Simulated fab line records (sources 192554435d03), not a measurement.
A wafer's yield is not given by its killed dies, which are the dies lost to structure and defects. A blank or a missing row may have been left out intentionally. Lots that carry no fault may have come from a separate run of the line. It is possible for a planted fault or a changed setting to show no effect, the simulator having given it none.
A lot that was struck, set against a sound lot / flow n5_finfet / 36 steps out of a route of 1938
Sound: wafers L239.2, L239.3, L239.6. The struck wafers were L224.1, L224.2, L224.4. The cause comes at the end.
At each step with rows: each side's tool, then ch and its chambers, then its first start. Under that, the readings that differ: sound wafers / struck wafers / difference of the means / sigmas: that difference in standard deviations of wafers without a fault.
alike: readings with means less than 2 such deviations apart, plus words and numbers identical on both sides. not compared: withheld readings, readings lacking a value on some wafer, bounds such as >300 that could conceal the same value, and numbers that have no deviation in the record and whose values overlap.
The two part at a step that has a row with sigmas, a row that says differs or no value, or rows on one side only. Numbers that have no deviation but don't overlap get no sigmas and don't part them. Lack of a reading on every wafer of one side parts them only where that side has two or more wafers.

first, 8 steps without rows for these wafers: N5_BEOL_M8_SPUTTER_48 (material Cu, target thk 10 nm, time 1.667 s); N5_BEOL_M8_ECD_50 (material Cu, target thk 300 nm); N5_BEOL_M8_ANNEAL_51 (time 90 s); N5_BEOL_M8_CMP_52 (polishes, stops on SiCOH lowk, t overpolish 6.9 s, target thk 80 nm); N5_BEOL_M8_PRE_CLEAN_55 (time 15 s); N5_BEOL_M8_DEP_56 (deposits SiCN from 3MS/NH3, target thk 10 nm, time 17.5 s); N5_BEOL_M9_ILD_DEP_00 (deposits SiCOH lowk from DEMS/porogen, target thk 308.51 nm, time 58 s); N5_BEOL_M9_CURE_71 (cures SiCOH lowk, time 240 s).
N5_BEOL_M9_PECVD_70: deposits SiO2 from TEOS/O2, target thk 20 nm, time 22.7 s.
  sound on pecvd-03 ch 0,1, day 15 20:05; struck on pecvd-01 ch 0,1,2, day 10 19:49
reading=susceptor_temp_C (C); sound=400.04 399.91 400.13; struck=407.82 408.05 408.09; difference=+7.96; sigmas=+36
reading=model.SiO2_of_BEOL_M9_PECVD_70.thk_nm (nm); sound=19.6 19.8 20; struck=18.6 18.6 19; difference=-1.1; sigmas=
  alike: heater_power_w, showerhead_plenum_p_Torr, throttle_valve_pct
then, 25 steps without rows for these wafers: N5_BEOL_M9_HM_DEP_02 (deposits TiN, target thk 20 nm); N5_BEOL_M9_COAT_59 (time 60 s, resist thk 100 nm); N5_BEOL_M9_COAT_60 (time 60 s, resist thk 30 nm); N5_BEOL_M9_COAT_05 (resist thk 90 nm); N5_BEOL_M9_EBR_07; N5_BEOL_M9_SOFTBAKE_06 (time 60 s); N5_BEOL_M9_EXPOSE_08 (exposes mask M9); N5_BEOL_M9_PEB_09 (peb time 60 s); N5_BEOL_M9_DEVELOP_10 (develop time 30 s); N5_BEOL_M9_DESCUM_16 (chemistry O2, time 7.9 s); N5_BEOL_M9_ETCH_61 (etches SiARC in CF4, target depth 39 nm, time 65 s); N5_BEOL_M9_ETCH_62 (etches SOC in N2/H2, target depth 110 nm, overetch 22 nm, time 165 s); N5_BEOL_M9_STRIP_68 (strips in N2/H2); N5_BEOL_M9_STRIP_67 (strips in CF4); N5_BEOL_M9_HM_OPEN_17 (chemistry Cl2/BCl3, target TiN, target depth 20 nm, overetch 6 nm); N5_BEOL_M9_STRIP_19 (strips in O2); N5_BEOL_M9_COAT_63 (time 60 s, resist thk 60 nm); N5_BEOL_M9_COAT_64 (time 60 s, resist thk 12 nm); N5_BEOL_M9_COAT_75 (time 60 s, resist thk 5 nm); N5_BEOL_M9_COAT_22 (resist thk 30 nm); N5_BEOL_M9_EBR_24; N5_BEOL_M9_SOFTBAKE_23 (time 60 s); N5_BEOL_M9_EXPOSE_25 (exposes mask V8); N5_BEOL_M9_PEB_26 (peb time 60 s); N5_BEOL_M9_DEVELOP_27 (develop time 30 s).
N5_BEOL_M9_HM_STRIP_39: strips TiN in peroxide tin strip, target depth 25 nm, time 158 s.
  sound on wet_bench-04 ch 0,2,5, day 16 01:57; struck on wet_bench-01 ch 0,2,3, day 11 02:01
reading=model.SiO2_of_BEOL_M9_PECVD_70.thk_nm (nm); sound=19.4 19.6 19.8; struck=18.4 18.4 18.8; difference=-1.1; sigmas=
  alike: temp_c
-- a jump in the record: the struck wafers' starts before and after are 3 days apart (it breaks off in module BEOL_M9 and resumes in module PASSIVATION, where the first step shown is number 1936 of the route) --
N5_PASSIVATION_PROBE_49:
  record: rows for the struck wafers here (prober-02, day 13 20:38), none for the sound ones

WHERE THEY PART
Earliest at N5_BEOL_M9_PECVD_70; latest, in this record, at N5_PASSIVATION_PROBE_49.

WHY: whatever the simulator had introduced
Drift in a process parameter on pecvd-01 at N5_BEOL_M9_PECVD_70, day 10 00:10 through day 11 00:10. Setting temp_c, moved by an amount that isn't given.
